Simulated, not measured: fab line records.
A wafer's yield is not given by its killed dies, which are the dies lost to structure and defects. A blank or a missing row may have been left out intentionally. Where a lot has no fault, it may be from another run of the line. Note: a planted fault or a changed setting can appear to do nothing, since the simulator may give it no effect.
Struck lot and sound lot, side by side || flow n5 finfet || 15 out of 1938 route steps
Sound: these wafers, L143.1, L143.3, L143.6. Struck: wafer L145.3; the same lot's L145.2 was not struck, so it is left out; see the end for the cause.
Each step with rows lists, per side, the tool, then ch with its chambers, then its first start. Under that, the readings that differ: sound wafers || struck wafers || difference of the means || sigmas: that difference in standard deviations of wafers without a fault.
alike: a reading whose means differ by less than 2 such deviations, as well as words and numbers matching on both sides. not compared: withheld readings; readings where some wafer has no value; bounds like >300 that might hide an equal value; numbers whose values overlap and for which the record gives no deviation.
A row with sigmas, a row that says differs or no value, or rows on one side alone: a step with any of these is where the two part. Numbers that don't overlap but have no deviation are shown without sigmas and don't part them. A reading missing from all wafers of one side parts the sides only when that side holds two or more wafers.

N5_BEOL_M10_STRIP_77: strips in N2/H2, time 10 s.
  sound on rie diel-03 ch 1,2,3; struck on rie diel-01 ch 2
  alike: bias power w, drypump motor current A, oes product au, rf vpp V, showerhead plenum p Torr, throttle valve pct
  not compared: rf hours counter h
N5_BEOL_M10_OCD_MEAS_38:
  sound on ocd-01, day 10 21:52; struck on ocd-02, day 11 02:04
  alike: trench depth nm
then, 4 steps without rows for these wafers: N5_BEOL_M10_HM_STRIP_39 (strips TiN in peroxide tin strip, target depth 25 nm, time 158 s); N5_BEOL_M10_SRD_40 (time 30 s); N5_BEOL_M10_PRECLEAN_42 (cleans in residue remover, time 60 s); N5_BEOL_M10_SRD_43 (time 30 s).
N5_BEOL_M10_CD_MEAS_35 targets a cd of 70 nm.
  sound on cd sem-02, day 10 22:01; struck on cd sem-02, day 11 02:13
  alike: cd nm
N5_BEOL_M10_CURE_72: cures SiCOH lowk, time 120 s.
  sound on uv cure-02 ch 1, day 10 22:04; struck on uv cure-03 ch 0, day 11 02:21
  alike: lamp power pct, wafer_temp_C_max
then, 1 step without rows for these wafers: N5_BEOL_M10_DEGAS_44 (time 60 s).
N5_BEOL_M10_PRE_CLEAN_45: time 30 s.
  sound on pvd sputter-02, day 10 22:37; struck on pvd sputter-03, day 11 03:11
  alike: heater power w, susceptor temp C
then, 1 step without rows for these wafers: N5_BEOL_M10_ALD_74 (deposits TaN, target thk 2 nm, pulse time 2 s, purge time 3 s).
N5_BEOL_M10_SURFACE_TREAT_76:
  sound on pvd sputter-02, day 10 22:58; struck on pvd sputter-03, day 11 03:41
  not compared: throttle valve pct
N5_BEOL_M10_CVD_75: deposits Co from CCTBA/H2, target thk 2 nm, time 138.9 s.
  sound on cvd co-01 ch 1,2, day 10 23:03; struck on cvd co-01 ch 1, day 11 03:47
{"reading": "run length s (s)", "sound": "161.0 160.6 160.9", "struck": 201.7, "difference": "+40.9", "sigmas": "+63"}
N5_BEOL_M10_SPUTTER_48: material Cu, target thk 12 nm, time 2 s.
  sound on pvd sputter-02, day 10 23:14; struck on pvd sputter-02, day 11 03:54
  alike: chuck gas flow sccm, susceptor temp C, throttle valve pct
-- here the record skips 2 days between the struck wafers' starts before and after, leaving off in module BEOL_M10 and picking up in module PASSIVATION (first step shown: number 1936 of the route) --
N5_PASSIVATION_PROBE_49:
  only the struck wafers here have rows in the record (prober-01, day 13 11:41); the sound ones have none

WHERE THEY PART
At N5_BEOL_M10_CVD_75 first; at N5_PASSIVATION_PROBE_49 last (within this record only).

WHY: whatever the simulator had introduced
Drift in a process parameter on cvd co-01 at N5_BEOL_M10_CVD_75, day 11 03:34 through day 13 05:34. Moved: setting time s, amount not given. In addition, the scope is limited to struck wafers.
